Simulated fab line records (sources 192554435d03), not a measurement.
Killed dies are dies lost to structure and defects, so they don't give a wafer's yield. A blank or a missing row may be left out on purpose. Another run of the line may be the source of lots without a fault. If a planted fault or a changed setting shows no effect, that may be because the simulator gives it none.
Chamber matching :: flow n5Finfet :: rieDiel-06 running N5_MIM_TOP_LITHO_DESCUM_10: 4 sister chambers
The step chemistry O2, time 7.9 s. 8 wafers are shown with their chamber, then 8 later ones without.

## WAFERS PAIRED WITH THEIR CHAMBERS
wafer: L077.6
chamber: 0
throttleValvePct (%): 20.54
oesProductAu (a.u.): 0.66

wafer: L079.6
chamber: 2
throttleValvePct (%): 20.39
oesProductAu (a.u.): 0.85

wafer: L080.3
chamber: 2
throttleValvePct (%): 20.41
oesProductAu (a.u.): 0.85

wafer: L080.4
chamber: 3
throttleValvePct (%): 20.08
oesProductAu (a.u.): 0.83

wafer: L089.2
chamber: 1
throttleValvePct (%): 20.11
oesProductAu (a.u.): 0.85

wafer: L089.4
chamber: 3
throttleValvePct (%): 20.11
oesProductAu (a.u.): 0.80

wafer: L089.6
chamber: 0
throttleValvePct (%): 20.26
oesProductAu (a.u.): 0.93

wafer: L095.1
chamber: 1
throttleValvePct (%): 20.13
oesProductAu (a.u.): 0.84

## WAFERS WHOSE CHAMBER IS MISSING
wafer: L095.2
throttleValvePct (%): 20.29
oesProductAu (a.u.): 0.92

wafer: L095.4
throttleValvePct (%): 20.14
oesProductAu (a.u.): 0.80

wafer: L096.4
throttleValvePct (%): 20.44
oesProductAu (a.u.): 0.82

wafer: L096.5
throttleValvePct (%): 20.46
oesProductAu (a.u.): 0.81

wafer: L096.6
throttleValvePct (%): 20.15
oesProductAu (a.u.): 0.82

wafer: L097.2
throttleValvePct (%): 20.27
oesProductAu (a.u.): 0.91

wafer: L097.4
throttleValvePct (%): 20.46
oesProductAu (a.u.): 0.82

wafer: L097.5
throttleValvePct (%): 20.15
oesProductAu (a.u.): 0.83

## WHICH CHAMBER EACH WENT THROUGH
wafer: L095.2
from the rows above: can't be placed: 2 or 0 or 1 or 3
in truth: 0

wafer: L095.4
from the rows above: can't be placed: 3 or 1
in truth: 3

wafer: L096.4
from the rows above: can't be placed: 0 or 2
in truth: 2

wafer: L096.5
from the rows above: can't be placed: 0 or 2
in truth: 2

wafer: L096.6
from the rows above: can't be placed: 1 or 3
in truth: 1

wafer: L097.2
from the rows above: can't be placed: 2 or 1 or 0 or 3
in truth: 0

wafer: L097.4
from the rows above: can't be placed: 0 or 2
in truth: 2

wafer: L097.5
from the rows above: can't be placed: 1 or 3
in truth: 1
Correctly placed: 0 of 8. From these rows, 8 cannot be placed; in 8 the true chamber is one of the candidates. Placed wrongly: 0.
How it was worked out, from the rows above alone: a wafer's distance from a chamber is the root of the sum, over the readings, of the square of ((its reading less the chamber's mean) divided by the reading's scatter). If the next closest chamber is less than 2 further off than the closest, the wafer can't be placed; otherwise it belongs to the closest. The mean given for a chamber averages the wafers shown for that chamber. The scatter: take each reading less its chamber's mean, square it, sum over the shown wafers, divide by the number of wafers less the number of chambers, and take the root.
